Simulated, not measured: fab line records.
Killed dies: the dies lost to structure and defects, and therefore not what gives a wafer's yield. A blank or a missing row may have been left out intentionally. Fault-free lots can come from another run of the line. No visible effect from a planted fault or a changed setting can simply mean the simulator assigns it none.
Which tool is to blame?    flow n5Finfet    route of 1938 steps, sampled at 1 step: 12 lots, 36 wafers

== WHAT EACH GAUGE READ, for each wafer ==
N5_BEOL_M2_CD_MEAS_35: target cd 18 nm, target cd y 22.2 nm.
lot   measured      on        cdNm (nm)
L075  day 6 20:21   cdSem-01  18.26 17.99 18.12
L077  day 7 09:56   cdSem-02  18.13 17.72 18.24
L079  day 7 23:16   cdSem-02  17.64 17.73 18.43
L081  day 8 13:48   cdSem-01  17.91 18.10 18.13
L083  day 9 00:13   cdSem-03  17.96 18.09 18.55
L085  day 9 14:35   cdSem-01  17.88 17.67 18.07
L087  day 9 21:54   cdSem-01  18.08 17.66 17.72
L088  day 10 14:17  cdSem-01  17.82 18.38 18.10
L093  day 11 10:55  cdSem-01  17.92 18.04 17.91
L092  day 11 15:05  cdSem-01  18.27 18.41 18.72
L095  day 11 19:36  cdSem-01  18.13 17.99 18.34
L097  day 13 09:55  cdSem-01  18.12 18.21 17.85

== WHICH TOOL RAN EACH LOT (tool, then ch and the chambers of the sampled wafers, then the start) ==
Before these readings, the record contains no process step.

== THE ANSWER, worked out from the rows above alone ==
Rule: what is usual is taken from the lots themselves. The widest of any qualifying gaps counts: lots, ordered by their means at a reading, are off when they make up no more than a third of the lots, leave a main group of 4 or more, and stand apart from it by 3 or more times the standard deviation of that group's means. A main group is skipped when, at the precision printed for the reading in the tables above, its means are all equal. Also off: a lot with no number at a reading for which 4 or more lots have one. The other lots that the step has rows for count as sound.
Nothing can be told from this: no lot is off at any reading shown.

== WHAT HAD BEEN PUT IN BY THE SIMULATOR ==
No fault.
